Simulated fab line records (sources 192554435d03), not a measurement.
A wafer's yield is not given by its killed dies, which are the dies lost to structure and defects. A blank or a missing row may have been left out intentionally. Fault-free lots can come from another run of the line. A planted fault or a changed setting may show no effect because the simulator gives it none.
Matching of chambers + flow n5-finfet + N5_BEOL_M11_VIA_ETCH_34 on rie-diel-01 has 4 sister chambers
The step etches SiCOH lowk in C4F6/O2, target depth 184.5 nm, time 69.2 s. 8 wafers are shown with their chamber, then 12 later ones without.

== WAFERS PAIRED WITH THEIR CHAMBERS ==
| wafer  | chamber | drypump-motor-current-A (A) | rf-vpp-V (V) |
|--------|---------|-----------------------------|--------------|
| L085.6 | 2       | 5.3                         | 681          |
| L087.6 | 1       | 5.4                         | 680          |
| L089.1 | 3       | 6.1                         | 631          |
| L089.2 | 2       | 5.3                         | 680          |
| L089.3 | 0       | 5.5                         | 676          |
| L089.4 | 1       | 5.4                         | 680          |
| L089.5 | 3       | 6.0                         | 632          |
| L089.6 | 0       | 5.5                         | 675          |

== WAFERS WITHOUT THEIR CHAMBER ==
| wafer  | drypump-motor-current-A (A) | rf-vpp-V (V) |
|--------|-----------------------------|--------------|
| L093.3 | 5.5                         | 676          |
| L093.5 | 5.4                         | 681          |
| L093.6 | 5.3                         | 681          |
| L097.2 | 5.4                         | 680          |
| L097.3 | 5.3                         | 680          |
| L097.6 | 5.4                         | 680          |
| L096.1 | 5.5                         | 675          |
| L096.2 | 5.3                         | 680          |
| L096.3 | 6.0                         | 630          |
| L096.4 | 5.4                         | 679          |
| L096.5 | 5.5                         | 674          |
| L096.6 | 5.4                         | 681          |

== EACH ONE'S CHAMBER ==
| wafer  | from the rows above     | in truth |
|--------|-------------------------|----------|
| L093.3 | 0                       | 0        |
| L093.5 | can't be placed: 1 or 2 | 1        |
| L093.6 | 2                       | 2        |
| L097.2 | 1                       | 1        |
| L097.3 | 2                       | 2        |
| L097.6 | 1                       | 1        |
| L096.1 | 0                       | 0        |
| L096.2 | 2                       | 2        |
| L096.3 | 3                       | 3        |
| L096.4 | 1                       | 1        |
| L096.5 | 0                       | 0        |
| L096.6 | can't be placed: 1 or 2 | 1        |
10 of 12 placed correctly. From these rows, 2 cannot be placed; in 2 the true chamber is one of the candidates. Wrongly placed: 0.
How it was worked out, from the rows above alone: a wafer's distance from a chamber is the root of the sum, over the readings, of the square of ((its reading less the chamber's mean) divided by the reading's scatter). The wafer belongs to the nearest chamber; if the next one is less than 2 further off, it can't be placed. For every chamber, the mean is computed from those of its wafers that are shown. The scatter: take each reading less its chamber's mean, square it, sum over the shown wafers, divide by the number of wafers less the number of chambers, and take the root.
